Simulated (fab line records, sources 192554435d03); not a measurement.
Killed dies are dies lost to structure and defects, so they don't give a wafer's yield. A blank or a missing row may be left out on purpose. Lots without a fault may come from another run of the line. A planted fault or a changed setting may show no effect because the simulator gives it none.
Chamber matching | flow n5_finfet | N5_BEOL_M8_CURE_75 on uv_cure-03: 3 sister chambers
The step cures SiCOH lowk, time 120 s. 3 wafers are shown with their chamber, then 7 later ones without.

WAFERS WITH THEIR CHAMBER
wafer  | chamber | wafer_temp_C_max
L076.5 | 0       | 371.8
L082.6 | 1       | 371.3
L083.5 | 2       | 372.4

WAFERS WITHOUT THEIR CHAMBER
wafer  | wafer_temp_C_max
L083.6 | 371.9
L086.2 | 371.3
L086.4 | 372.6
L086.5 | 371.3
L094.1 | 372.0
L094.4 | 372.1
L094.5 | 372.2

WHICH CHAMBER EACH WENT THROUGH
wafer  | from the rows above     | in truth
L083.6 | 0                       | 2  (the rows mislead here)
L086.2 | 1                       | 1
L086.4 | 2                       | 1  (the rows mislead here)
L086.5 | 1                       | 1
L094.1 | can't be placed: 0 or 2 | 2
L094.4 | can't be placed: 2 or 0 | 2
L094.5 | can't be placed: 2 or 0 | 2
Placed correctly: 2 of 7. Can't be placed from these rows: 3 (the true chamber is among the candidates in 3). Placed wrongly: 2.
How it was worked out, from the rows above alone: a wafer's distance from a chamber is the root of the sum, over the readings, of the square of ((its reading less the chamber's mean) divided by the reading's scatter). The wafer belongs to the nearest chamber; if the next one is less than 2 further off, it can't be placed. A chamber's mean is the mean of its shown wafers. The scatter: with one shown wafer a chamber, the root of the mean of the squares of how far each hidden wafer lies from its nearest shown one.
